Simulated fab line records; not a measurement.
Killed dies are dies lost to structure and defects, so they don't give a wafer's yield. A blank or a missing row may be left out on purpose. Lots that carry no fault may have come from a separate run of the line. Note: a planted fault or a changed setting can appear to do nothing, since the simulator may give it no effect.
Check of tool commonality || flow n5_finfet || 8 lots, 24 wafers sampled

## WHAT PROMPTED THE OPENING
At N5_DUMMY_GATE_INSPECT_17 the reading raw_defect_count is flagged on 2 of 8 lots. No-fault wafers: 193, standard deviation 48.
Rule: a lot is flagged in two cases, either no wafer of it has a number, or all its wafers with numbers fall more than 4 standard deviations from that mean. The other lots count as sound.

{"lot": "L348", "measured": "day 3 05:40", "on": "defect_inspect-02", "raw_defect_count, wafer by wafer": "163 253 177", "flag": ""}
{"lot": "L349", "measured": "day 3 09:31", "on": "defect_inspect-02", "raw_defect_count, wafer by wafer": "236 146 159", "flag": ""}
{"lot": "L351", "measured": "day 3 22:10", "on": "defect_inspect-01", "raw_defect_count, wafer by wafer": "218 216 172", "flag": ""}
{"lot": "L352", "measured": "day 4 02:17", "on": "defect_inspect-01", "raw_defect_count, wafer by wafer": "247 140 235", "flag": ""}
{"lot": "L357", "measured": "day 5 12:16", "on": "defect_inspect-02", "raw_defect_count, wafer by wafer": "266 235 274", "flag": ""}
{"lot": "L368", "measured": "day 8 03:35", "on": "defect_inspect-01", "raw_defect_count, wafer by wafer": "1115 1188 1152", "flag": "FLAGGED"}
{"lot": "L369", "measured": "day 8 10:33", "on": "defect_inspect-02", "raw_defect_count, wafer by wafer": "1252 1206 1288", "flag": "FLAGGED"}
{"lot": "L370", "measured": "day 8 15:13", "on": "defect_inspect-01", "raw_defect_count, wafer by wafer": "115 194 270", "flag": ""}
The numbers of the flagged lots are 1200 on average: +1007 against the usual, or +21 standard deviations.

## WHICH TOOL EACH LOT WENT THROUGH
The record holds 1 process step before the reading, out of a route of 1938 steps. Every cell lists first the tool, next ch and the chambers used by the sampled wafers, and last the start.
{"lot": "L348", "flag": "", "N5_DUMMY_GATE_PECVD_30": "pecvd-01 ch 0,1, day 3 05:08"}
{"lot": "L349", "flag": "", "N5_DUMMY_GATE_PECVD_30": "pecvd-02 ch 0,1,2, day 3 09:06"}
{"lot": "L351", "flag": "", "N5_DUMMY_GATE_PECVD_30": "pecvd-04 ch 1,2, day 3 21:43"}
{"lot": "L352", "flag": "", "N5_DUMMY_GATE_PECVD_30": "pecvd-04 ch 1,2, day 4 01:52"}
{"lot": "L357", "flag": "", "N5_DUMMY_GATE_PECVD_30": "pecvd-02 ch 0,2, day 5 11:50"}
{"lot": "L368", "flag": "FLAGGED", "N5_DUMMY_GATE_PECVD_30": "pecvd-04 ch 0,1, day 8 03:02"}
{"lot": "L369", "flag": "FLAGGED", "N5_DUMMY_GATE_PECVD_30": "pecvd-04 ch 0,2, day 8 10:01"}
{"lot": "L370", "flag": "", "N5_DUMMY_GATE_PECVD_30": "pecvd-02 ch 0,2, day 8 14:47"}
What is done by these steps:
- N5_DUMMY_GATE_PECVD_30: deposits SiO2 from TEOS/O2, target thk 55 nm, time 10.8 s.
- N5_DUMMY_GATE_INSPECT_17: inspects for defects (brightfield).

## FLAGGED OVER TOTAL, TOOL BY TOOL (the gauges that took the reading come last)
{"step": "N5_DUMMY_GATE_PECVD_30", "tool": "pecvd-01", "lots run": 1, "flagged": 0, "share of the flagged lots": "none", "sound lots run after its first flagged lot": "-"}
{"step": "N5_DUMMY_GATE_PECVD_30", "tool": "pecvd-02", "lots run": 3, "flagged": 0, "share of the flagged lots": "none", "sound lots run after its first flagged lot": "-"}
{"step": "N5_DUMMY_GATE_PECVD_30", "tool": "pecvd-04", "lots run": 4, "flagged": 2, "share of the flagged lots": "all", "sound lots run after its first flagged lot": 0}
{"step": "N5_DUMMY_GATE_INSPECT_17", "tool": "defect_inspect-01", "lots run": 4, "flagged": 1, "share of the flagged lots": "some", "sound lots run after its first flagged lot": "1 (L370)"}
{"step": "N5_DUMMY_GATE_INSPECT_17", "tool": "defect_inspect-02", "lots run": 4, "flagged": 1, "share of the flagged lots": "some", "sound lots run after its first flagged lot": 0}

## WHAT THE TABLE ALLOWS
Rows of the table that ran each flagged lot: 1, that is pecvd-04 at N5_DUMMY_GATE_PECVD_30.
- pecvd-04 at N5_DUMMY_GATE_PECVD_30 ran 4 lots, 2 of them flagged. It ran its last sound lot, L352, at day 4 01:52 and its first flagged lot, L368, at day 8 03:02: a fault with its onset between the two fits.
Left over: one tool, pecvd-04 at N5_DUMMY_GATE_PECVD_30.

## WHAT THE SIMULATOR PUT IN
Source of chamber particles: pecvd-04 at N5_DUMMY_GATE_PECVD_30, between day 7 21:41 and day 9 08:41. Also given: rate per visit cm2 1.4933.
Shown lots that were struck: L368, L369. The rule above found the same.
